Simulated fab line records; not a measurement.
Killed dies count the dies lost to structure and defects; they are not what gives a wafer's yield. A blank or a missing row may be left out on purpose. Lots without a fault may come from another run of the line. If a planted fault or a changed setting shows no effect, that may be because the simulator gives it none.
Split-lot experiment	flow n5 finfet	21 wafers read across 7 lots, on a route 1938 steps long

## THE SPLIT
At N5_BEOL_M7_COAT_05 (resist thk 90 nm), the setting spin rpm was moved away from the recipe's 1500 rpm on 7 of the 21 wafers read, by -10.7% to +5.8%. The other wafers ran this setting at the recipe's value.

## FROM THE SPLIT TO THE READING: what the file shows between them, 2 steps
- N5_BEOL_M7_EBR_07
- N5_BEOL_M7_SOFTBAKE_06: time 60 s

## THE READING
CAR-ArF_of_BEOL_M7_COAT_05.thk nm (the simulator's own value, which no gauge read), in nm, at N5_BEOL_M7_DESCUM_16 (chemistry O2, time 7.9 s). No usual value for it is given in the file. Here, 14 wafers ran the recipe; their average is 83.5 nm with a standard deviation of 0.24 nm.

wafer	tool, chamber at the split	spin rpm as run, rpm	against the recipe	CAR-ArF_of_BEOL_M7_COAT_05.thk nm, nm	against lot-mates on the recipe
L074.2	litho track-04, 0	1500	recipe	83.4	-
L074.5	litho track-04, 0	1500	recipe	83.4	-
L074.3	litho track-04, 0	1587	+5.8%	80.6	-2.8
L080.2	litho track-01, 0	1565	+4.3%	81.8	no lot-mate on the recipe
L080.5	litho track-01, 0	1565	+4.3%	82	no lot-mate on the recipe
L080.6	litho track-01, 0	1565	+4.3%	81.6	no lot-mate on the recipe
L082.1	litho track-04, 0	1500	recipe	83.2	-
L082.2	litho track-04, 0	1500	recipe	83.2	-
L082.5	litho track-04, 0	1500	recipe	83.2	-
L084.1	litho track-04, 0	1349	-10.1%	88.6	+5.0
L084.2	litho track-04, 0	1500	recipe	83.6	-
L084.3	litho track-04, 0	1500	recipe	83.6	-
L087.1	litho track-01, 0	1500	recipe	84	-
L087.3	litho track-01, 0	1500	recipe	83.8	-
L087.6	litho track-01, 0	1500	recipe	83.8	-
L089.1	litho track-01, 0	1340	-10.7%	88.6	+5.1
L089.4	litho track-01, 0	1500	recipe	83.6	-
L089.6	litho track-01, 0	1500	recipe	83.4	-
L092.1	litho track-04, 0	1500	recipe	83.8	-
L092.2	litho track-04, 0	1441	-3.9%	85.2	+1.5
L092.4	litho track-04, 0	1500	recipe	83.6	-

THE FIT
A straight line over all 21 wafers: CAR-ArF_of_BEOL_M7_COAT_05.thk nm changes by -0.471 nm for each +1% of spin rpm; r = -0.99; the points scatter about the line by 0.26 nm.
The same after taking each lot's own level away (the mean of its wafers on the recipe; 18 wafers): -0.481 nm for each +1%; r = -1.00; scatter 0.12 nm.
That fit puts the effect of the largest move of spin rpm on the reading at 5.1 nm.
The span of the lots' own levels, 83.20 to 83.87 nm, comes to 2.7 times the standard deviation stated above.
Hence the lot-to-lot level has little effect on the slope; both slopes agree.
Check: +5.13 nm against its lot-mates is what the line predicts for one of the wafers moved furthest among these (-10.7%) when that wafer is left out of the fit. Against them it came out at +5.1 nm.

## THE OTHER SPLITS THESE WAFERS WENT THROUGH
These wafers also went through other splits before the reading. Each is held against what the fit with the lots' levels taken away leaves over:
other split on the same wafers	wafers away from the commonest value	r with CAR-ArF_of_BEOL_M7_COAT_05.thk nm (lot level and that fit taken away)
N5_BEOL_M6_COAT_60 spin rpm	4	+0.13
N5_BEOL_M7_COAT_59 spin rpm	7	-0.22

## THE WHOLE CHAIN: every reading that the file lists as answering this split, in the file's order
step	what it does	reading	change (the file's fit)	r (the file's)
N5_BEOL_M7_COAT_05	resist thk 90 nm	CAR-ArF_of_BEOL_M7_COAT_05.thk nm (the simulator's own value, which no gauge read)	-0.488 nm for each +1% of the setting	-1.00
N5_BEOL_M7_DESCUM_16	chemistry O2, time 7.9 s	CAR-ArF_of_BEOL_M7_COAT_05.thk nm (the simulator's own value, which no gauge read)	-0.48 nm for each +1% of the setting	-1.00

## THE FILE'S OWN FIT
CAR-ArF_of_BEOL_M7_COAT_05.thk nm changes by -0.48 nm for each +1% of spin rpm, r = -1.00.
